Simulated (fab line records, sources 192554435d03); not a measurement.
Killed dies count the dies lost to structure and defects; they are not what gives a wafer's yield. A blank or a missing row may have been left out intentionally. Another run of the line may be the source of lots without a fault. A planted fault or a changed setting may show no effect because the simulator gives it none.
fab line records	flow n5_finfet
record: lots: 10	wafers: 30	last_day: 19
route steps=1938 shown DUMMY_GATE@247 SPACER0@259 SD_EPI_N@270 BEOL_M4@1111
lots untouched by any fault: they come from a run of this same line in which no faults occurred
start_h: start of the lot's first displayed wafer, in hours after the record's first day	wait_h: hours since the lot's step before	" unchanged from the row above	L1.1+2: a single row standing in for several wafers	- no value present, or no start provided	* or withheld: withheld	< > ~ a bound
route shown NAME@n: NAME is a module with steps in the file, n the number in the route of the first one	usual: mean/standard deviation taken from wafers without a fault	same: alike in all rows	chamber/n: place in a boat	sites: the reading at each site	_std_site: their standard deviation	_edge_site: inner sites' mean taken away from outer sites' mean	radius_mm: how far each site lies from the wafer's centre	mask NAME#n: copy n	behind: the tool/chamber that last shaped the wafer	hold: reason for holding the lot/hours on hold/outcome of the hold	device: the n, p or np transistor that did not switch	end of line: the same wafers' tests at the end of the route	for a step that has no rows: nothing shown but its recipe	killed: count of dies lost to structure and defects at first sort (not the wafer's yield)	map: a wafer's dies, marking killed ones x, the rest . and places with no die _
set.NAME: the setting that was run; set.NAME@STEP: the one run at that earlier step	model.NAME: the simulator's own value behind a step, which no gauge read
a sample of lots followed through the steps of the route, with each step as a table and each wafer as a row
services: when a tool's chamber went out of use (start_h, in hours from the record's first day, below 0 if earlier), for how many hours, and the reason
== steps ==
step: N5_DUMMY_GATE_ETCH_23
recipe: chemistry: HBr/Cl2/O2	HBr_flow_sccm: 150	Cl2_flow_sccm: 80	O2_flow_sccm: 12	bias_w: 102	target_depth_a: 410	time_s: 22.3	target: poly-Si	mask_material: SiO2	pressure_mtorr: 10	icp_w: 800
usual: chamber_pressure_mTorr: 9.998/0.0098	drypump_motor_current_A: 6.0/0.38	oes_product_au: 0.992/0.0099	throttle_valve_pct: 37.13/0.24
lot.wafer	tool	chamber	start_h	wait_h	chamber_pressure_mTorr	drypump_motor_current_A	oes_product_au	rf_hours_counter_h	throttle_valve_pct
L108.1	rie_si-03	3	60.62	0.0	9.991	5.3	0.968	92	36.85
L108.2	"	2	"	"	10.008	5.9	0.992	50	37.14
L108.5	"	0	"	"	10.009	6.0	0.991	-	37.04
L110.2	rie_si-03	0	72.83	0.0	10.008	6.0	0.985	191	37.05
L110.3	"	1	"	"	10.006	6.4	0.971	119	36.85
L110.5	"	0	"	"	10.009	6.0	0.988	-	37.06
L112.3	rie_si-03	1	82.65	0.0	9.997	6.3	0.982	119	36.85
L112.5	"	1	"	"	10.009	6.3	0.987	-	36.85
L112.6	"	0	"	"	9.993	6.0	0.985	-	37.04
L117.1	rie_si-01	2	118.69	0.0	9.987	6.3	1.001	131	37.05
L117.4	"	3	"	"	10.014	6.2	0.998	190	37.40
L117.5	"	2	"	"	9.986	6.3	1.000	-	37.05
L119.1	rie_si-02	3	127.69	0.0	9.980	6.5	1.009	105	37.72
L119.2	"	0	"	"	9.993	6.0	0.988	4	37.20
L119.5	"	0	"	"	10.012	6.0	1.006	-	37.20
L120.2	rie_si-03	2	132.06	0.0	9.984	5.9	0.981	51	37.13
L120.3	"	1	"	"	9.975	6.3	0.985	120	36.86
L120.5	"	1	"	"	9.992	6.4	0.989	-	36.86
L123.2	rie_si-01	2	151.89	0.0	10.016	6.3	1.014	132	37.05
L123.5	"	1	"	"	9.988	5.8	0.998	-	36.99
L123.6	"	0	"	"	9.999	5.9	0.989	-	37.43
L126.2	rie_si-02	2	167.42	0.0	9.993	6.6	0.988	88	37.12
L126.5	"	2	"	"	10.012	6.6	0.997	-	37.14
L126.6	"	3	"	"	10.012	6.5	0.996	-	37.70
L127.2	rie_si-01	1	172.31	0.0	9.993	5.8	1.003	167	36.97
L127.5	"	2	"	"	10.000	6.2	1.006	-	37.05
L127.6	"	0	"	"	9.998	6.0	0.976	-	37.43
L129.2	rie_si-01	1	185.64	0.0	10.000	5.8	0.988	167	36.97
L129.3	"	2	"	"	10.005	6.3	1.001	133	37.05
L129.5	"	1	"	"	9.992	5.8	0.987	-	36.98
step: N5_SPACER0_ALD_00
recipe: material: SiOCN	target_thk_a: 35	temp_c: 400	ald_precursor_family: alkyl-aminosilane	ald_co_reactant: O2/N2-plasma	pulse_time_s: 3	purge_time_s: 2	co_reactant_purge_time_s: 2	ald_cycles: 58	pressure_torr: 2
usual: ald_cycles: 58/0	heater_power_w: 830/79	precursor_pulse_height_rel: 0.999/0.02
same: pulse_time_s: 3
lot.wafer	tool	chamber	start_h	wait_h	ald_cycles	heater_power_w	precursor_pulse_height_rel
L108.1	ald_sin-02	2	62.03	0.1	58	954	0.964
L108.2	"	1	"	"	58	776	0.966
L108.5	"	1	"	"	58	789	0.964
L110.2	ald_sin-02	1	73.58	0.1	58	779	0.999
L110.3	"	3	"	"	58	754	0.985
L110.5	"	0	"	"	58	833	0.984
L112.3	ald_sin-02	3	83.37	0.1	58	769	0.986
L112.5	"	1	"	"	58	763	1.049
L112.6	"	0	"	"	58	840	0.993
L117.1	ald_sin-04	2	119.51	0.1	58	939	1.003
L117.4	"	3	"	"	58	780	1.007
L117.5	"	1	"	"	58	741	0.992
L119.1	ald_sin-04	0	128.34	0.1	58	655	0.996
L119.2	"	3	"	"	58	792	0.976
L119.5	"	0	"	"	58	625	0.990
L120.2	ald_sin-04	2	132.70	0.1	65	920	0.991
L120.3	"	3	"	"	58	789	0.972
L120.5	"	2	"	"	65	921	0.983
L123.2	ald_sin-04	2	152.73	0.1	65	941	0.994
L123.5	"	2	"	"	65	933	0.971
L123.6	"	3	"	"	58	800	0.976
L126.2	ald_sin-03	3	168.06	0.1	58	922	0.994
L126.5	"	3	"	"	58	903	1.028
L126.6	"	0	"	"	58	859	0.969
L127.2	ald_sin-03	3	173.13	0.1	58	920	1.012
L127.5	"	3	"	"	58	940	0.997
L127.6	"	0	"	"	58	854	1.000
L129.2	ald_sin-02	0	186.28	0.1	58	834	1.022
L129.3	"	1	"	"	58	781	0.963
L129.5	"	3	"	"	58	755	0.985
step: N5_SPACER0_INSPECT_04
recipe: inspect_instrument: darkfield	mode: post_dep
usual: raw_defect_count: 135/34
lot.wafer	tool	chamber	start_h	wait_h	raw_defect_count
L108.1	defect_inspect-01	-	62.45	0.1	109
L108.2	"	-	"	"	103
L108.5	"	-	"	"	95
L110.2	defect_inspect-02	-	74.00	0.1	120
L110.3	"	-	"	"	173
L110.5	"	-	"	"	124
L112.3	defect_inspect-01	-	83.79	0.1	93
L112.5	"	-	"	"	97
L112.6	"	-	"	"	91
L117.1	defect_inspect-02	-	119.93	0.1	137
L117.4	"	-	"	"	138
L117.5	"	-	"	"	94
L119.1	defect_inspect-01	-	128.76	0.1	162
L119.2	"	-	"	"	125
L119.5	"	-	"	"	180
L120.2	defect_inspect-02	-	133.12	0.1	81
L120.3	"	-	"	"	116
L120.5	"	-	"	"	83
L123.2	defect_inspect-01	-	153.14	0.1	138
L123.5	"	-	"	"	239
L123.6	"	-	"	"	132
L126.2	defect_inspect-02	-	168.48	0.1	167
L126.5	"	-	"	"	163
L126.6	"	-	"	"	133
L127.2	defect_inspect-02	-	173.55	0.1	124
L127.5	"	-	"	"	139
L127.6	"	-	"	"	132
L129.2	defect_inspect-02	-	186.69	0.1	189
L129.3	"	-	"	"	245
L129.5	"	-	"	"	171
step: N5_SD_EPI_N_CD_MEAS_09
recipe: target_cd_nm: 120	landing_energy_ev: 500	detector: se_inlens
usual: cd_nm: 119.9/0.55
lot.wafer	tool	chamber	start_h	wait_h	cd_nm
L108.1	cd_sem-01	0	62.72	-	119.8
L108.2	"	0	"	"	119.5
L108.5	"	0	"	"	119.6
L110.2	cd_sem-02	0	74.27	-	120.7
L110.3	"	0	"	"	120.1
L110.5	"	0	"	"	120.3
L112.3	cd_sem-01	0	84.19	-	121.1
L112.5	"	0	"	"	121.3
L112.6	"	0	"	"	120.2
L117.1	cd_sem-02	0	120.33	-	119.4
L117.4	"	0	"	"	120.2
L117.5	"	0	"	"	119.9
L119.1	cd_sem-02	0	129.03	-	120.2
L119.2	"	0	"	"	120.0
L119.5	"	0	"	"	120.4
L120.2	cd_sem-02	0	133.52	-	120.2
L120.3	"	0	"	"	120.8
L120.5	"	0	"	"	119.9
L123.2	cd_sem-01	0	153.42	-	119.3
L123.5	"	0	"	"	119.8
L123.6	"	0	"	"	119.8
L126.2	cd_sem-01	0	168.88	-	121.2
L126.5	"	0	"	"	121.0
L126.6	"	0	"	"	121.3
L127.2	cd_sem-02	0	173.95	-	119.5
L127.5	"	0	"	"	120.0
L127.6	"	0	"	"	120.1
L129.2	cd_sem-02	0	187.09	-	119.2
L129.3	"	0	"	"	119.1
L129.5	"	0	"	"	120.0
step: N5_BEOL_M4_RC_MEAS_101
usual: DIBL_N: 36.4/1.4	DIBL_P: 36.4/1.5	IOFF_N: 0.156/0.022	IOFF_P: 0.210/0.023	ION_N: 675/9.1	ION_P: 463/5.7	SS_N: 71.6/0.45	SS_P: 73.3/0.56	VT_N: 250/3.1	VT_P: -250.3/2.3
lot.wafer	tool	chamber	start_h	wait_h	DIBL_N[mV/V]	DIBL_P[mV/V]	IOFF_N[nA/um]	IOFF_P[nA/um]	ION_N[uA/um]	ION_P[uA/um]	SS_N[mV/dec]	SS_P[mV/dec]	VT_N[mV]	VT_P[mV]
L110.2	prober-01	0	221.91	0.2	34.3	35.6	0.126	0.196	674	469	70.8	72.6	250	-251.6
L110.3	"	0	"	"	34.1	34.4	0.120	0.192	677	472	71.4	72.4	254	-249.2
L110.5	"	0	"	"	35.5	36.1	0.141	0.218	673	472	71.5	73.1	248	-245.6
L108.1	prober-02	0	222.00	0.0	34.5	34.8	0.139	0.180	663	453	71.0	72.3	252	-248.9
L108.2	"	0	"	"	35.7	36.9	0.163	0.217	672	459	71.0	73.5	248	-248.0
L108.5	"	0	"	"	35.5	37.1	0.166	0.213	678	462	71.6	73.3	248	-248.4
L112.3	prober-02	0	229.45	0.3	37.7	35.4	0.175	0.232	686	474	71.6	74.0	249	-249.3
L112.5	"	0	"	"	38.0	35.8	0.183	0.243	683	466	71.3	73.6	248	-246.3
L112.6	"	0	"	"	36.7	34.6	0.151	0.211	681	470	70.9	73.6	250	-248.6
L117.1	prober-02	0	264.69	0.0	34.5	34.7	0.114	0.184	654	456	71.6	72.0	259	-250.2
L117.4	"	0	"	"	36.2	36.8	0.140	0.209	658	456	72.5	73.3	254	-248.9
L117.5	"	0	"	"	36.8	37.5	0.153	0.223	669	466	72.0	72.7	254	-249.1
L119.1	prober-01	0	275.01	0.0	39.9	36.8	0.185	0.245	683	464	70.8	73.8	248	-249.2
L119.2	"	0	"	"	36.8	32.7	0.114	0.179	657	461	70.9	72.2	254	-251.9
L119.5	"	0	"	"	38.7	35.2	0.155	0.214	676	465	71.2	73.6	250	-249.4
L120.2	prober-02	0	278.18	0.2	32.1	33.1	0.103	0.149	659	442	70.5	72.0	256	-257.7
L120.3	"	0	"	"	34.9	35.8	0.144	0.193	670	459	72.1	73.5	251	-255.0
L120.5	"	0	"	"	33.3	35.0	0.119	0.159	651	445	71.3	72.9	258	-257.2
L123.2	prober-01	0	301.47	0.2	35.6	35.5	0.134	0.170	665	449	71.2	74.0	253	-255.8
L123.5	"	0	"	"	34.4	33.8	0.124	0.154	670	452	70.9	72.8	252	-256.2
L123.6	"	0	"	"	38.5	38.0	0.188	0.223	690	471	71.9	73.9	245	-251.3
L126.2	prober-02	0	315.48	0.2	35.8	35.7	0.152	0.211	673	468	71.3	73.6	252	-248.7
L126.5	"	0	"	"	34.8	34.3	0.131	0.188	672	465	71.2	73.3	251	-250.2
L126.6	"	0	"	"	35.5	35.9	0.142	0.224	673	467	71.6	73.2	252	-248.7
L127.2	prober-01	0	317.64	0.2	37.2	37.8	0.178	0.224	680	465	71.8	73.4	246	-249.6
L127.5	"	0	"	"	38.5	37.8	0.199	0.230	683	464	72.1	73.7	247	-250.2
L127.6	"	0	"	"	36.9	36.5	0.160	0.202	681	466	71.9	73.5	248	-252.1
L129.2	prober-02	0	342.34	0.2	37.0	38.0	0.164	0.233	669	468	71.6	73.6	250	-249.7
L129.3	"	0	"	"	35.1	36.5	0.139	0.205	669	465	71.4	72.4	252	-248.6
L129.5	"	0	"	"	36.8	38.2	0.174	0.235	676	467	71.8	72.8	249	-249.1
== services ==
tool	chamber	start_h	hours	kind
rie_si-02	-	40.99	0.9	repair
rie_si-01	2	48.77	3.3	repair
rie_si-01	-	53.03	28.1	pm
rie_si-03	1	67.28	5.5	repair
ald_sin-02	2	82.74	2.1	repair
rie_si-01	1	85.12	3.7	repair
rie_si-01	-	86.10	0.1	repair
ald_sin-04	-	87.09	14.0	pm
ald_sin-04	0	87.09	14.0	vent_cycle
ald_sin-04	1	87.09	14.0	vent_cycle
ald_sin-04	2	87.09	14.0	vent_cycle
ald_sin-04	3	87.09	14.0	vent_cycle
ald_sin-04	0	101.09	-	clean
ald_sin-04	1	101.09	-	clean
ald_sin-04	2	101.09	-	clean
ald_sin-04	3	101.09	-	clean
ald_sin-03	2	156.64	36.8	repair
rie_si-01	3	168.75	4.6	repair
rie_si-03	0	169.96	4.0	repair
== key ==
first_sign: step: N5_SPACER0_ALD_00	reading: ald_cycles	direction: up	sigmas: 99+	usual: *	struck: *
effect: step: N5_BEOL_M4_RC_MEAS_101	reading: ION_P	direction: down	sigmas: 2.8	usual: 463	struck: 447	wafers_moved: 3
effect: step: N5_BEOL_M4_RC_MEAS_101	reading: IOFF_P	direction: down	sigmas: 2.3	usual: 0.210	struck: 0.158
effect: step: N5_BEOL_M4_RC_MEAS_101	reading: DIBL_N	direction: down	sigmas: 1.8	usual: 36.4	struck: 33.9
met_at N5_SPACER0_ALD_00
struck_lots L120,L123
struck_wafers L120.2,L120.5,L123.2,L123.5
not_acting_at N5_DUMMY_GATE_ETCH_23,N5_SPACER0_INSPECT_04,N5_SD_EPI_N_CD_MEAS_09
onset_between 128.34 132.70
fault: kind: process_parameter_drift	tool: ald_sin-04	chamber: -	onset_h: 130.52	steps: N5_SPACER0_ALD_00	channel: ald_cycles	offset: *	shape: step	end_h: 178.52	scope: struck_wafers_only	acts_in: *	stated: *
